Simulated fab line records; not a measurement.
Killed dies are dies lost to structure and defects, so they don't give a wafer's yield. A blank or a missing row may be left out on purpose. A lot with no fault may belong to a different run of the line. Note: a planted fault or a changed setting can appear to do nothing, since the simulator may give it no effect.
fab line records	flow nand-harc
[record] lots = 13	wafers = 39	last-day = 33
route steps=1302 shown A_CONTACT@1049 THIN_TSV@1291 END@1302
lots with no fault: from the same line, run without faults
start-h: the number of hours between the record's first day and the start of the first shown wafer of the lot	wait-h: how many hours have passed since the lot's step before this one	" the same as in the row above	L1.1+2: a row that stands for several wafers	- no value present, or no start provided	* or withheld: withheld	< > ~ a bound
route shown NAME@n: NAME is a module with steps in the file, n the number in the route of the first one	usual: average and standard deviation across the fault-free wafers	same: alike in all rows	chamber/n: place in a boat	sites: readings site by site	_std_site: standard deviation of those values	_edge_site: outer sites' mean less inner sites'	radius-mm: for every site, how far away it sits from the centre of the wafer	mask NAME#n: copy n	behind: the tool/chamber that last shaped the wafer	hold: the reason the lot was held/the length of the hold in hours/how it ended	device: the n, p or np transistor that did not switch	end of line: tests of these same wafers at the route's end	where a step has no rows: the recipe by itself	killed: dies that structure and defects cost at the first sort, which is not the same as the wafer's yield	map: shows each die of a wafer: x if killed, . if not, _ if none is there
set.NAME: the setting the step ran with; set.NAME@STEP: the setting that earlier step ran with	model.NAME: the simulator's own value behind a step, which no gauge read
route steps across a sampled set of lots; one table per step, one row per wafer
services: from which hour (start-h, from the record's first day; less than 0 if before it) a tool's chamber was out of use, for how many hours, and why
[[steps]]
[step NHARC_A_CONTACT_ETCH_126]
[recipe] source-w = withheld	pressure-mtorr = 20	bias-v = 3000	time-s = 197	target-depth-a = 19180	ar-flow-sccm = withheld	c4f8-flow-sccm = withheld	o2-flow-sccm = withheld	chemistry = C4F8/O2/Ar
lot.wafer	tool	chamber	start-h	wait-h	rf-hours-counter-h
L256.2	har-cap-etch-03	1	507.14	0.1	39
L256.3	"	0	"	"	-
L256.6	"	1	"	"	-
L259.1	har-cap-etch-03	0	527.84	0.1	45
L259.4	"	0	"	"	-
L259.5	"	1	"	"	-
L258.1	har-cap-etch-02	0	530.86	0.2	89
L258.6	"	1	"	"	-
L258.5	"	0	"	"	-
L261.1	har-cap-etch-02	1	555.55	0.1	92
L261.4	"	0	"	"	-
L261.6	"	0	"	"	-
L262.2	har-cap-etch-02	1	579.56	0.1	96
L262.1	"	0	"	"	96
L262.5	"	1	"	"	-
L264.1	har-cap-etch-03	0	581.14	0.1	53
L264.3	"	0	"	"	-
L264.6	"	0	"	"	-
L265.2	har-cap-etch-02	0	598.93	0.1	102
L265.4	"	0	"	"	-
L265.3	"	1	"	"	-
L266.1	har-cap-etch-02	0	607.80	0.1	105
L266.2	"	1	"	"	105
L266.6	"	1	"	"	-
L273.1	har-cap-etch-02	0	674.88	0.1	115
L273.4	"	1	"	"	-
L273.3	"	0	"	"	-
L274.2	har-cap-etch-02	1	690.78	0.1	118
L274.3	"	0	"	"	-
L274.4	"	1	"	"	-
L276.1	har-cap-etch-03	1	698.01	0.2	78
L276.4	"	0	"	"	-
L276.6	"	0	"	"	-
L279.2	har-cap-etch-01	0	715.15	0.1	37
L279.1	"	1	"	"	37
L279.3	"	0	"	"	-
L278.1	har-cap-etch-03	1	717.10	0.1	82
L278.3	"	1	"	"	-
L278.6	"	1	"	"	-
[step NHARC_THIN_TSV_CD_MEAS_33]
[recipe] target-cd-nm = 5000	landing-energy-ev = 500
[usual] cd-nm = 4998.6/2.5
lot.wafer	tool	chamber	start-h	wait-h	cd-nm
L256.2	cd-sem-01	0	581.70	-	4998.6
L256.3	"	0	"	"	4998.0
L256.6	"	0	"	"	5001.6
L259.1	cd-sem-01	0	585.47	-	4993.4
L259.4	"	0	"	"	4998.6
L259.5	"	0	"	"	4998.6
L258.1	cd-sem-02	0	586.48	-	5000.4
L258.5	"	0	"	"	4994.1
L258.6	"	0	"	"	5002.8
L261.1	cd-sem-02	0	603.74	-	4999.9
L261.4	"	0	"	"	4999.5
L261.6	"	0	"	"	5001.6
L262.1	cd-sem-03	0	629.13	-	5001.0
L262.2	"	0	"	"	4999.0
L262.5	"	0	"	"	4998.8
L264.1	cd-sem-03	0	630.27	-	4998.2
L264.3	"	0	"	"	4997.4
L264.6	"	0	"	"	4996.6
L265.2	cd-sem-03	0	644.91	-	5000.4
L265.3	"	0	"	"	4995.1
L265.4	"	0	"	"	4998.8
L266.1	cd-sem-01	0	659.71	-	4993.4
L266.2	"	0	"	"	5002.1
L266.6	"	0	"	"	4999.6
L273.1	cd-sem-01	0	727.99	-	4998.3
L273.3	"	0	"	"	4998.7
L273.4	"	0	"	"	4999.2
L274.2	cd-sem-02	0	736.78	-	4996.9
L274.3	"	0	"	"	4999.1
L274.4	"	0	"	"	4999.0
L276.1	cd-sem-02	0	753.29	-	4995.2
L276.4	"	0	"	"	5002.5
L276.6	"	0	"	"	5002.5
L279.1	cd-sem-02	0	770.89	-	4996.6
L279.2	"	0	"	"	4999.4
L279.3	"	0	"	"	5000.3
L278.1	cd-sem-01	0	773.11	-	4999.7
L278.3	"	0	"	"	4997.8
L278.6	"	0	"	"	4997.7
[step NHARC_THIN_TSV_DESCUM_35]
[recipe] time-s = 3	o2-flow-sccm = 200	ar-flow-sccm = 0	bias-power-w = 0	chemistry = O2
[usual] drypump-motor-current-A = 5.80/0.29	oes-product-au = 1.001/0.013	rf-vpp-V = 57.8/0.91	showerhead-plenum-p-Torr = 1.91/0.078	throttle-valve-pct = 11.312/0.0097
lot.wafer	tool	chamber	start-h	wait-h	drypump-motor-current-A	oes-product-au	rf-hours-counter-h	rf-vpp-V	showerhead-plenum-p-Torr	throttle-valve-pct
L256.3	rie-diel-08	2	581.88	-	5.69	0.998	2	59.0	1.80	11.295
L256.2	"	3	"	"	5.33	0.989	2	57.4	1.78	11.310
L256.6	"	1	"	"	5.47	1.001	-	57.5	1.94	11.330
L259.1	rie-diel-03	3	585.63	-	5.73	1.000	6	58.9	1.92	11.331
L259.4	"	3	"	"	5.74	0.999	-	59.8	1.92	11.304
L259.5	"	2	"	"	6.20	0.999	-	58.3	1.92	11.314
L258.1	rie-diel-09	2	586.64	-	6.13	1.003	6	59.2	2.00	11.297
L258.5	"	2	"	"	6.13	1.006	-	58.3	2.00	11.319
L258.6	"	0	"	"	5.48	0.999	-	56.7	1.91	11.309
L261.4	rie-diel-03	1	603.90	-	6.10	0.991	7	58.3	1.94	11.323
L261.1	"	3	"	"	5.77	1.006	7	57.8	1.92	11.297
L261.6	"	1	"	"	6.08	0.982	-	58.3	1.94	11.319
L262.1	rie-diel-08	2	629.29	-	5.70	0.998	4	57.6	1.80	11.324
L262.2	"	0	"	"	5.89	1.008	5	57.4	1.80	11.319
L262.5	"	3	"	"	5.33	0.988	-	59.0	1.78	11.320
L264.3	rie-diel-03	3	630.46	-	5.74	1.002	8	58.9	1.91	11.310
L264.1	"	0	"	"	5.47	1.023	4	58.1	1.99	11.328
L264.6	"	1	"	"	6.11	0.973	-	56.3	1.94	11.309
L265.3	rie-diel-03	1	645.07	-	6.10	0.992	0	57.0	1.94	11.308
L265.2	"	2	"	"	6.19	0.991	0	57.3	1.92	11.312
L265.4	"	3	"	"	5.75	1.012	0	58.3	1.91	11.309
L266.2	rie-diel-08	1	659.88	-	5.48	0.999	6	58.4	1.94	11.316
L266.1	"	3	"	"	5.35	0.992	8	57.8	1.78	11.319
L266.6	"	0	"	"	5.90	1.015	-	57.5	1.80	11.305
L273.4	rie-diel-03	2	728.15	-	6.17	0.996	5	57.1	1.92	11.322
L273.3	"	3	"	"	5.75	1.018	5	57.6	1.91	11.309
L273.1	"	1	"	"	6.06	0.986	4	57.6	1.94	11.299
L274.4	rie-diel-08	3	736.96	-	5.33	0.998	0	58.4	1.78	11.319
L274.2	"	1	"	"	5.46	1.022	1	57.7	1.93	11.335
L274.3	"	2	"	"	5.70	1.013	1	58.4	1.80	11.287
L276.4	rie-diel-08	3	753.46	-	5.31	1.005	1	56.2	1.78	11.314
L276.1	"	1	"	"	5.47	1.000	1	57.5	1.93	11.307
L276.6	"	3	"	"	5.35	1.001	-	58.4	1.78	11.307
L279.3	rie-diel-09	2	771.06	-	6.11	1.020	5	58.9	2.00	11.315
L279.1	"	3	"	"	6.10	1.005	4	57.0	2.06	11.307
L279.2	"	1	"	"	5.80	1.020	4	57.6	1.98	11.334
L278.3	rie-diel-03	3	773.27	-	5.73	1.013	6	57.0	1.91	11.310
L278.1	"	2	"	"	6.20	0.990	8	58.9	1.91	11.310
L278.6	"	2	"	"	6.20	0.992	-	56.7	1.91	11.318
[step NHARC_THIN_TSV_CD_MEAS_37]
[usual] cd-nm = 4998/3.7
lot.wafer	tool	chamber	start-h	wait-h	cd-nm
L256.2	cd-sem-03	-	583.15	-	4995
L256.3	"	-	"	"	5000
L256.6	"	-	"	"	5005
L259.1	cd-sem-02	-	586.93	-	4992
L259.4	"	-	"	"	4995
L259.5	"	-	"	"	5004
L258.1	cd-sem-03	-	587.95	-	5005
L258.5	"	-	"	"	4989
L258.6	"	-	"	"	5001
L261.1	cd-sem-03	-	605.56	-	5002
L261.4	"	-	"	"	5002
L261.6	"	-	"	"	5008
L262.1	cd-sem-01	-	630.65	-	5001
L262.2	"	-	"	"	4995
L262.5	"	-	"	"	4995
L264.1	cd-sem-01	-	631.71	-	4999
L264.3	"	-	"	"	4998
L264.6	"	-	"	"	4994
L265.2	cd-sem-03	-	646.35	-	4997
L265.3	"	-	"	"	4997
L265.4	"	-	"	"	4998
L266.1	cd-sem-01	-	661.14	-	4991
L266.2	"	-	"	"	5004
L266.6	"	-	"	"	4999
L273.1	cd-sem-02	-	729.43	-	4995
L273.3	"	-	"	"	4996
L273.4	"	-	"	"	5004
L274.2	cd-sem-03	-	738.24	-	4998
L274.3	"	-	"	"	5001
L274.4	"	-	"	"	4999
L276.1	cd-sem-02	-	754.74	-	4994
L276.4	"	-	"	"	5005
L276.6	"	-	"	"	5001
L279.1	cd-sem-03	-	772.35	-	4995
L279.2	"	-	"	"	5000
L279.3	"	-	"	"	4994
L278.1	cd-sem-02	-	774.84	-	4999
L278.3	"	-	"	"	4997
L278.6	"	-	"	"	5000
[step NHARC_END_SORT_01]
[recipe] temp-c = 25
[usual] killed-at-array = 46/15	killed-at-other = 1.0/1.3	killed-at-periphery = 4/3	killed-dies = 51/15	killed-open = 3.2/1.8	killed-short = 2.5/1.5
[same] gross-dies = 677
lot.wafer	tool	chamber	start-h	wait-h	killed-at-array	killed-at-other	killed-at-periphery	killed-dies	killed-open	killed-short
L264.1	prober-01	0	638.31	2.5	47	2	1	50	2	3
L264.3	prober-01	0	639.93	3.1	43	0	0	43	2	3
L264.6	prober-01	0	642.36	4.1	47	2	2	51	6	2
L273.1	prober-01	0	739.83	2.5	149	0	2	151	1	5
L273.3	prober-01	0	741.42	3.1	167	3	2	172	6	2
L273.4	prober-01	0	742.21	3.4	146	1	4	151	3	2
L274.2	prober-01	0	748.37	2.8	138	6	2	146	3	4
L274.3	prober-01	0	749.16	3.1	129	4	6	139	2	0
L274.4	prober-01	0	749.96	3.4	123	1	3	127	4	2
// killed by level:class
L264.1 A_CHANNEL_HOLE_D2:chamber-film-flake=29 A_CHANNEL_HOLE_D1:chamber-film-flake=6 A_SGD_CUT:chamber-film-flake=2 A_WL_FILL:chamber-film-flake=2 A_CONTACT:chamber-film-flake=2 THIN_TSV:chamber-film-flake=2 P_CONTACT:geometric-particle:short=1 A_SOURCE_PLATE:geometric-particle:open=1
L264.3 A_CHANNEL_HOLE_D2:chamber-film-flake=15 A_CHANNEL_HOLE_D1:chamber-film-flake=4 A_CHANNEL_FILL_D1:chamber-film-flake=4 A_ZERO_WELL:chamber-film-flake=3 A_SGD_CUT:chamber-film-flake=3 A_WL_FILL:chamber-film-flake=3 A_CONTACT:chamber-film-flake=3 A_DECK1_JOINT:chamber-film-flake=2
L264.6 A_CHANNEL_HOLE_D2:chamber-film-flake=20 A_SGD_CUT:chamber-film-flake=6 A_CONTACT:chamber-film-flake=4 A_ZERO_WELL:chamber-film-flake=3 A_CHANNEL_HOLE_D1:chamber-film-flake=3 A_CHANNEL_FILL_D1:chamber-film-flake=2 P_CONTACT:geometric-particle:open=1 A_CHANNEL_FILL_D1:geometric-particle:short=1
L273.1 A_CONTACT:unspecified=79 A_CHANNEL_HOLE_D1:chamber-film-flake=26 A_SLIT:chamber-film-flake=20 A_CHANNEL_HOLE_D2:chamber-film-flake=13 A_STAIRCASE:chamber-film-flake=3 A_CONTACT:chamber-film-flake=3 P_M0:geometric-particle:short=2 A_ONON_D1:geometric-particle:short=2
L273.3 A_CONTACT:unspecified=89 A_CHANNEL_HOLE_D1:chamber-film-flake=30 A_SLIT:chamber-film-flake=25 A_CHANNEL_HOLE_D2:chamber-film-flake=8 A_STAIRCASE:chamber-film-flake=4 A_CHANNEL_HOLE_D1:geometric-particle:open=3 A_CHANNEL_HOLE_D1:geometric-particle:short=2 A_CHANNEL_FILL_D2:chamber-film-flake=2
L273.4 A_CONTACT:unspecified=88 A_CHANNEL_HOLE_D2:chamber-film-flake=17 A_CHANNEL_HOLE_D1:chamber-film-flake=16 A_SLIT:chamber-film-flake=15 A_CONTACT:chamber-film-flake=3 A_WL_FILL:chamber-film-flake=2 P_CONTACT:geometric-particle:open=1 A_SOURCE_PLATE:geometric-particle:short=1
L274.2 A_CONTACT:unspecified=93 A_SLIT:chamber-film-flake=25 THIN_TSV:chamber-film-flake=6 A_CHANNEL_HOLE_D1:chamber-film-flake=4 A_CONTACT:chamber-film-flake=4 A_ONON_D2:geometric-particle:short=3 A_ZERO_WELL:chamber-film-flake=2 A_DECK1_JOINT:chamber-film-flake=2
L274.3 A_CONTACT:unspecified=85 A_SLIT:chamber-film-flake=20 A_STAIRCASE:chamber-film-flake=10 A_CHANNEL_HOLE_D1:chamber-film-flake=8 THIN_TSV:chamber-film-flake=3 P_GATE:chamber-film-flake=2 P_M2:chamber-film-flake=2 A_CONTACT:chamber-film-flake=2
L274.4 A_CONTACT:unspecified=87 A_SLIT:chamber-film-flake=18 A_CHANNEL_HOLE_D1:chamber-film-flake=6 A_STAIRCASE:chamber-film-flake=5 A_DECK1_JOINT:chamber-film-flake=2 P_GATE:geometric-particle:short=1 P_CONTACT:geometric-particle:open=1 P_M0:geometric-particle:open=1
[[services]]
tool	chamber	start-h	hours	kind
rie-diel-09	0	486.16	1.8	repair
rie-diel-09	-	497.12	9.0	pm
rie-diel-03	-	499.06	0.3	repair
rie-diel-08	2	529.04	7.2	repair
rie-diel-08	0	541.20	3.1	repair
rie-diel-08	-	544.80	9.0	pm
rie-diel-09	2	545.50	6.1	repair
rie-diel-03	0	554.79	49.0	repair
rie-diel-09	3	572.76	89.2	repair
rie-diel-09	2	596.22	4.0	repair
rie-diel-09	1	599.94	2.4	repair
rie-diel-08	2	610.55	16.5	repair
rie-diel-08	1	632.83	15.1	repair
rie-diel-03	-	635.35	9.0	pm
rie-diel-09	0	653.10	10.1	repair
rie-diel-09	-	674.12	9.0	pm
har-cap-etch-02	-	677.23	2.9	repair
rie-diel-08	0	689.96	8.1	repair
rie-diel-08	-	721.80	9.0	pm
rie-diel-03	1	736.83	8.9	repair
rie-diel-08	3	739.87	9.5	repair
rie-diel-03	0	746.01	31.0	repair
har-cap-etch-02	-	755.84	17.0	pm
rie-diel-03	3	760.30	6.2	repair
[[key]]
[first-sign] step = NHARC_END_SORT_01	reading = killed-dies	direction = up	sigmas = 6.6	usual = 51	struck = 148
[effect] step = NHARC_END_SORT_01	reading = killed-at-array	direction = up	sigmas = 6.5	usual = 46	struck = 142
[more-kills-born-at] NHARC_A_CONTACT_ETCH_126@har-cap-etch-02 = 505
met-at NHARC_A_CONTACT_ETCH_126
struck-lots L273,L274
tester-left-out L273,L274
not-acting-at NHARC_THIN_TSV_CD_MEAS_33,NHARC_THIN_TSV_DESCUM_35,NHARC_THIN_TSV_CD_MEAS_37
onset-between 607.80 674.88
[fault] kind = chamber-particle-source	tool = har-cap-etch-02	chamber = -	onset-h = 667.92	steps = NHARC_A_CONTACT_ETCH_126	rate-per-visit-cm2 = 0.98688	end-h = 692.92
// tester-left-out: of these lots the tester's yield and bins aren't shown, on N5 and GAA mostly nor the transistor test; their killed dies are dies lost to structure and defects alone, not to doping, threshold or leakage, so they don't give the yield
